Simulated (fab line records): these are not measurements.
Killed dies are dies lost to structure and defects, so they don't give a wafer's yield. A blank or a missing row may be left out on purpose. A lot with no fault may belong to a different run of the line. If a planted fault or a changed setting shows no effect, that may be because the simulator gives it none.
Chamber matching :: flow n5_finfet :: 3 sister chambers for N5_BEOL_M5_CO_CAP_78 on cvd_co-01
The step material Co, precursor CCTBA/H2, target thk 2 nm, time 102.1 s. 20 wafers are shown with their chamber, then 10 later ones without.

## WAFERS, EACH WITH ITS CHAMBER
wafer: L077.2
chamber: 0
heater_power_w (W): 247

wafer: L077.3
chamber: 1
heater_power_w (W): 227

wafer: L077.5
chamber: 2
heater_power_w (W): 218

wafer: L078.1
chamber: 2
heater_power_w (W): 219

wafer: L078.2
chamber: 1
heater_power_w (W): 222

wafer: L078.5
chamber: 2
heater_power_w (W): 219

wafer: L082.1
chamber: 2
heater_power_w (W): 218

wafer: L082.2
chamber: 0
heater_power_w (W): 245

wafer: L082.5
chamber: 2
heater_power_w (W): 215

wafer: L084.1
chamber: 1
heater_power_w (W): 225

wafer: L084.2
chamber: 2
heater_power_w (W): 215

wafer: L084.3
chamber: 0
heater_power_w (W): 239

wafer: L086.1
chamber: 0
heater_power_w (W): 247

wafer: L086.2
chamber: 1
heater_power_w (W): 222

wafer: L086.4
chamber: 2
heater_power_w (W): 219

wafer: L088.2
chamber: 2
heater_power_w (W): 218

wafer: L088.3
chamber: 0
heater_power_w (W): 245

wafer: L088.5
chamber: 2
heater_power_w (W): 220

wafer: L090.1
chamber: 2
heater_power_w (W): 218

wafer: L090.3
chamber: 0
heater_power_w (W): 236

SIGNATURES (means of the wafers above)
reading: heater_power_w
chamber 0: 243.17
chamber 1: 224.00
chamber 2: 217.90
scatter within a chamber: 2.95
Rule: for a wafer and a chamber, the distance is found by dividing, reading by reading, the gap between the wafer's reading and the chamber's mean by the reading's scatter, squaring, summing and taking the root. If the next closest chamber is less than 2 further off than the closest, the wafer can't be placed; otherwise it belongs to the closest. The scatter: take each reading less its chamber's mean, square it, sum over the shown wafers, divide by the number of wafers less the number of chambers, and take the root.

## WAFERS WITH NO CHAMBER GIVEN
wafer: L090.4
heater_power_w (W): 242

wafer: L093.2
heater_power_w (W): 215

wafer: L093.5
heater_power_w (W): 220

wafer: L093.6
heater_power_w (W): 241

wafer: L094.3
heater_power_w (W): 221

wafer: L094.4
heater_power_w (W): 226

wafer: L094.5
heater_power_w (W): 250

wafer: L095.1
heater_power_w (W): 244

wafer: L095.2
heater_power_w (W): 228

wafer: L095.6
heater_power_w (W): 228

## CHAMBER TAKEN BY EACH
wafer: L090.4
from the rows above: 0
in truth: 0

wafer: L093.2
from the rows above: 2
in truth: 2

wafer: L093.5
from the rows above: can't be placed: 2 or 1
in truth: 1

wafer: L093.6
from the rows above: 0
in truth: 0

wafer: L094.3
from the rows above: can't be placed: 1 or 2
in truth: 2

wafer: L094.4
from the rows above: 1
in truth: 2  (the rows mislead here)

wafer: L094.5
from the rows above: 0
in truth: 0

wafer: L095.1
from the rows above: 0
in truth: 0

wafer: L095.2
from the rows above: 1
in truth: 1

wafer: L095.6
from the rows above: 1
in truth: 1
Correct placement for 7 of the 10. Can't be placed from these rows: 2 (the true chamber is among the candidates in 2). Placed wrongly: 1.
